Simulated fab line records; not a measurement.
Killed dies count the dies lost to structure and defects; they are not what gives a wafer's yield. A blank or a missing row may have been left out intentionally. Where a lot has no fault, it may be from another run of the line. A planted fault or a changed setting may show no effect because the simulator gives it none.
Which tool did it? -- flow nand harc -- 24 lots, 72 wafers sampled, at 6 steps of a route of 1302

== WHAT EACH GAUGE READ, for each wafer ==
No reading from a measuring or inspecting step in the record can be judged against a usual standard deviation.

== EACH LOT AND THE TOOL THAT RAN IT (in order: tool; ch and the chambers of the sampled wafers; start) ==
lot,NHARC_A_CONTACT_STRIP_82,NHARC_A_CONTACT_DEP_85,NHARC_A_CONTACT_ETCH_134,NHARC_A_CONTACT_ETCH_136,NHARC_A_CONTACT_ETCH_137,NHARC_A_CONTACT_ALD_18
L074,"rie diel-13 ch 2,3, day 22 17:13 or earlier","pecvd-02 ch 1,2, day 22 17:13","har cap etch-01 ch 0,1, day 22 19:16","har cap etch-01 ch 0,1, day 22 19:46","har cap etch-01 ch 0,1, day 22 20:02","ald metal-02 ch 0,1,2, day 22 22:22"
L075,"rie diel-09 ch 0,1, day 22 18:00 or earlier","pecvd-02 ch 0,1,2, day 22 18:00","har cap etch-01 ch 0, day 22 20:50","har cap etch-01 ch 0, day 22 21:19","har cap etch-01 ch 0, day 22 21:35","ald metal-04 ch 0,2, day 23 00:08"
L076,"rie diel-13 ch 1,3, day 23 10:44 or earlier","pecvd-04 ch 0,2, day 23 10:44","har cap etch-01 ch 0,1, day 23 12:44","har cap etch-01 ch 0,1, day 23 13:13","har cap etch-01 ch 0,1, day 23 13:29","ald metal-01 ch 1,2, day 23 15:50"
L078,"rie diel-06 ch 1,3, day 23 13:05 or earlier","pecvd-01 ch 0,2, day 23 13:05","har cap etch-03 ch 1, day 23 14:56","har cap etch-03 ch 1, day 23 15:25","har cap etch-03 ch 1, day 23 15:41","ald metal-04 ch 1,2,3, day 23 17:57"
L080,"rie diel-13 ch 0,3, day 24 00:15 or earlier","pecvd-04 ch 0,1, day 24 00:15","har cap etch-01 ch 0,1, day 24 02:15","har cap etch-01 ch 0,1, day 24 02:43","har cap etch-01 ch 0,1, day 24 02:59","ald metal-01 ch 0,2, day 24 05:14"
L079,"rie diel-09 ch 1,3, day 24 01:58 or earlier","pecvd-04 ch 1,2, day 24 01:58","har cap etch-02 ch 0,1, day 24 04:38","har cap etch-02 ch 0,1, day 24 05:07","har cap etch-02 ch 0,1, day 24 05:23","ald metal-04 ch 0,2, day 24 07:38"
L077,"rie diel-09 ch 0,2,3, day 24 09:02 or earlier","pecvd-04 ch 0,2, day 24 09:02","har cap etch-01 ch 0,1, day 24 11:02","har cap etch-01 ch 0,1, day 24 11:31","har cap etch-01 ch 0,1, day 24 11:47","ald metal-02 ch 1,2,3, day 24 14:03"
L081,"rie diel-06 ch 0,2,3, day 24 23:35 or earlier","pecvd-04 ch 0,2, day 24 23:35","har cap etch-03 ch 0,1, day 25 01:35","har cap etch-03 ch 0,1, day 25 02:04","har cap etch-03 ch 0,1, day 25 02:20","ald metal-01 ch 2,3, day 25 04:39"
L082,"rie diel-13 ch 1,2,3, day 25 02:51 or earlier","pecvd-04 ch 0,1,2, day 25 02:51","har cap etch-01 ch 0,1, day 25 05:28","har cap etch-01 ch 0,1, day 25 05:56","har cap etch-01 ch 0,1, day 25 06:12","ald metal-02 ch 0,2,3, day 25 08:29"
L083,"rie diel-13 ch 0,1, day 25 18:40 or earlier","pecvd-04 ch 0,2, day 25 18:40","har cap etch-02 ch 0,1, day 25 20:44","har cap etch-02 ch 0,1, day 25 21:14","har cap etch-02 ch 0,1, day 25 21:31","ald metal-02 ch 0,1,2, day 25 23:42"
L084,"rie diel-13 ch 1,3, day 26 11:05 or earlier","pecvd-02 ch 0,1,2, day 26 11:05","har cap etch-03 ch 0, day 26 13:08","har cap etch-03 ch 0, day 26 13:37","har cap etch-03 ch 0, day 26 13:53","ald metal-01 ch 1,3, day 26 16:06"
L085,"rie diel-09 ch 0,2,3, day 26 11:23 or earlier","pecvd-04 ch 0,2, day 26 11:23","har cap etch-02 ch 0, day 26 13:24","har cap etch-02 ch 0, day 26 13:52","har cap etch-02 ch 0, day 26 14:08","ald metal-04 ch 2,3, day 26 16:26"
L086,"rie diel-09 ch 0,2, day 27 00:13 or earlier","pecvd-04 ch 0,1, day 27 00:13","har cap etch-03 ch 1, day 27 02:17","har cap etch-03 ch 1, day 27 02:46","har cap etch-03 ch 1, day 27 03:02","ald metal-01 ch 0,2,3, day 27 05:16"
L089,"rie diel-09 ch 0,1, day 27 21:32 or earlier","pecvd-01 ch 0,2, day 27 21:32","har cap etch-03 ch 0,1, day 27 23:29","har cap etch-03 ch 0,1, day 27 23:58","har cap etch-03 ch 0,1, day 28 00:14","ald metal-02 ch 0,1,2, day 28 02:32"
L090,"rie diel-13 ch 2,3, day 27 22:52 or earlier","pecvd-01 ch 0,2, day 27 22:52","har cap etch-02 ch 0,1, day 28 00:47","har cap etch-02 ch 0,1, day 28 01:15","har cap etch-02 ch 0,1, day 28 01:31","ald metal-04 ch 0,3, day 28 03:50"
L087,"rie diel-09 ch 1,2, day 27 23:56 or earlier","pecvd-04 ch 1,2, day 27 23:56","har cap etch-01 ch 0,1, day 28 02:02","har cap etch-01 ch 0,1, day 28 02:32","har cap etch-01 ch 0,1, day 28 02:48","ald metal-01 ch 1,2,3, day 28 05:01"
L088,"rie diel-13 ch 2,3, day 28 00:37 or earlier","pecvd-01 ch 0,2, day 28 00:37","har cap etch-03 ch 0,1, day 28 02:51","har cap etch-03 ch 0,1, day 28 03:19","har cap etch-03 ch 0,1, day 28 03:35","ald metal-02 ch 0,2,3, day 28 06:22"
L093,"rie diel-09 ch 0,1,2, day 29 18:06 or earlier","pecvd-01 ch 1,2, day 29 18:06","har cap etch-03 ch 0,1, day 29 20:08","har cap etch-03 ch 0,1, day 29 20:37","har cap etch-03 ch 0,1, day 29 20:53","ald metal-02 ch 0,1,2, day 29 23:16"
L092,"rie diel-13 ch 1,2,3, day 29 20:36 or earlier","pecvd-02 ch 1,2, day 29 20:36","har cap etch-01 ch 0,1, day 29 22:29","har cap etch-01 ch 0,1, day 29 22:57","har cap etch-01 ch 0,1, day 29 23:13","ald metal-01 ch 0,1,3, day 30 01:29"
L091,"rie diel-13 ch 0,1,2, day 30 05:14 or earlier","pecvd-04 ch 0,2, day 30 05:14","har cap etch-01 ch 0,1, day 30 07:12","har cap etch-01 ch 0,1, day 30 07:40","har cap etch-01 ch 0,1, day 30 07:56","ald metal-04 ch 1,2,3, day 30 10:19"
L094,"rie diel-09 ch 1,2,3, day 31 00:31 or earlier","pecvd-02 ch 0,2, day 31 00:31","har cap etch-02 ch 0,1, day 31 02:31","har cap etch-02 ch 0,1, day 31 03:01","har cap etch-02 ch 0,1, day 31 03:17","ald metal-02 ch 0,3, day 31 05:26"
L096,"rie diel-13 ch 0,1, day 31 01:24 or earlier","pecvd-01 ch 0,1,2, day 31 01:24","har cap etch-03 ch 0,1, day 31 03:27","har cap etch-03 ch 0,1, day 31 03:57","har cap etch-03 ch 0,1, day 31 04:13","ald metal-01 ch 0,1,3, day 31 06:25"
L095,"rie diel-06 ch 1,2,3, day 31 02:16 or earlier","pecvd-02 ch 0,1,2, day 31 02:16","har cap etch-01 ch 0,1, day 31 04:18","har cap etch-01 ch 0,1, day 31 04:47","har cap etch-01 ch 0,1, day 31 05:03","ald metal-02 ch 0,1,2, day 31 07:16"
L097,"rie diel-13 ch 0,1,2, day 31 14:14 or earlier","pecvd-02 ch 0,2, day 31 14:14","har cap etch-01 ch 0,1, day 31 16:05","har cap etch-01 ch 0,1, day 31 16:34","har cap etch-01 ch 0,1, day 31 16:50","ald metal-01 ch 0,1,2, day 31 19:05"
- NHARC_A_CONTACT_STRIP_82: strips in O2.
- NHARC_A_CONTACT_DEP_85: deposits SiON, target thk 60 nm.
- NHARC_A_CONTACT_ETCH_134: etches the open film in C4F8/O2/Ar, time 140 s, target depth 700 nm.
- NHARC_A_CONTACT_ETCH_136: etches the open film in C4F8/O2/Ar, time 311 s, target depth 1912 nm.
- NHARC_A_CONTACT_ETCH_137: etches the open film in C4F8/O2/Ar, time 311 s, target depth 1912 nm.
- NHARC_A_CONTACT_ALD_18: deposits TiN, target thk 3 nm, pulse time 1 s, ald cycles 150.

== WHAT THE TOOLS THEMSELVES READ (means of the sampled wafers that have a number; where no wafer has one, the mark that the record gives instead) ==
NHARC_A_CONTACT_STRIP_82. Usual: drypump motor current A 5.68 A, standard deviation 0.23; mfc ar sccm 0.011 sccm, standard deviation 0.012; oes product au 0.997 a.u., standard deviation 0.0075; rf vpp V 57.8 V, standard deviation 0.84; showerhead plenum p Torr 3.55 Torr, standard deviation 0.12; throttle valve pct 17.036 %, standard deviation 0.0092.
lot,tool,drypump motor current A (A),mfc ar sccm (sccm),oes product au (a.u.),rf vpp V (V),showerhead plenum p Torr (Torr),throttle valve pct (%),flag
L074,rie diel-13,5.92,0.009,0.999,58.2,3.51,17.034,
L075,rie diel-09,5.74,0.004,1.000,58.1,3.66,17.044,
L076,rie diel-13,5.64,0.021,0.991,58.4,3.57,17.034,
L078,rie diel-06,5.63,0.000,0.997,57.2,3.48,17.029,
L080,rie diel-13,5.57,0.009,0.992,56.8,3.57,17.037,
L079,rie diel-09,5.37,0.017,1.001,57.4,3.57,17.038,
L077,rie diel-09,5.59,0.019,1.003,58.3,3.53,17.037,
L081,rie diel-06,5.95,0.003,1.001,58.4,3.59,17.030,
L082,rie diel-13,5.83,0.015,0.992,57.0,3.54,17.032,
L083,rie diel-13,5.50,0.011,0.994,58.0,3.49,17.029,
L084,rie diel-13,5.71,0.024,0.999,59.3,3.64,17.044,
L085,rie diel-09,5.60,0.019,1.005,58.0,3.52,17.043,
L086,rie diel-09,5.76,0.020,1.006,57.4,3.51,17.035,
L089,rie diel-09,5.71,0.004,1.000,58.5,3.67,17.042,
L090,rie diel-13,5.95,0.009,0.998,57.5,3.50,17.027,
L087,rie diel-09,5.71,0.012,1.001,57.2,3.61,17.032,
L088,rie diel-13,5.95,0.009,0.995,58.2,3.50,17.038,
L093,rie diel-09,5.74,0.012,0.996,58.0,3.58,17.033,
L092,rie diel-13,5.79,0.015,0.999,57.7,3.53,17.038,
L091,rie diel-13,5.65,0.006,0.994,58.1,3.45,17.033,
L094,rie diel-09,5.55,0.019,1.010,58.7,3.52,17.028,
L096,rie diel-13,5.48,0.006,0.998,58.0,3.48,17.030,
L095,rie diel-06,5.63,0.000,0.997,57.9,3.67,17.043,
L097,rie diel-13,5.67,0.006,0.991,57.5,3.44,17.035,

NHARC_A_CONTACT_DEP_85. Usual: heater power w 749 W, standard deviation 72.
lot,tool,heater power w (W),flag
L074,pecvd-02,779,
L075,pecvd-02,754,
L076,pecvd-04,775,
L078,pecvd-01,690,
L080,pecvd-04,840,
L079,pecvd-04,812,
L077,pecvd-04,831,
L081,pecvd-04,803,
L082,pecvd-04,824,
L083,pecvd-04,802,
L084,pecvd-02,663,
L085,pecvd-04,769,
L086,pecvd-04,789,
L089,pecvd-01,668,
L090,pecvd-01,620,
L087,pecvd-04,851,
L088,pecvd-01,648,
L093,pecvd-01,676,
L092,pecvd-02,787,
L091,pecvd-04,845,
L094,pecvd-02,722,
L096,pecvd-01,665,
L095,pecvd-02,724,
L097,pecvd-02,740,

NHARC_A_CONTACT_ALD_18. Usual: heater power w 1059 W, standard deviation 100; precursor pulse height rel 1.002, standard deviation 0.021.
lot,tool,heater power w (W),precursor pulse height rel,flag
L074,ald metal-02,1045,0.992,
L075,ald metal-04,1068,1.002,
L076,ald metal-01,998,1.001,
L078,ald metal-04,1151,0.987,
L080,ald metal-01,1111,1.007,
L079,ald metal-04,1165,1.013,
L077,ald metal-02,1059,1.012,
L081,ald metal-01,939,1.016,
L082,ald metal-02,1037,1.013,
L083,ald metal-02,1047,1.003,
L084,ald metal-01,919,0.998,
L085,ald metal-04,1197,0.982,
L086,ald metal-01,1017,1.013,
L089,ald metal-02,1066,0.997,
L090,ald metal-04,1000,0.992,
L087,ald metal-01,967,1.016,
L088,ald metal-02,1052,0.980,
L093,ald metal-02,1067,0.996,
L092,ald metal-01,1017,1.012,
L091,ald metal-04,1178,1.009,
L094,ald metal-02,1007,0.986,
L096,ald metal-01,1014,1.020,
L095,ald metal-02,1062,1.008,
L097,ald metal-01,1060,1.019,

== THE ANSWER, worked out from the rows above alone ==
Rule: a lot counts as off when the mean over its wafers that have a number is more than 3 standard deviations away from the usual mean. Also off: a lot with no number at a reading for which 4 or more lots have one. All remaining lots with rows at the step are treated as sound. The gauges are gone through in route order, then the tools' own readings, and for those a lot's mean is taken as printed above. At the first step where some lot is off, the reading lying furthest off is the one used; lots without a number count as furthest.
No lot is off on any of the readings shown, so nothing can be concluded from this.

== WHAT THE SIMULATOR HAD PUT IN ==
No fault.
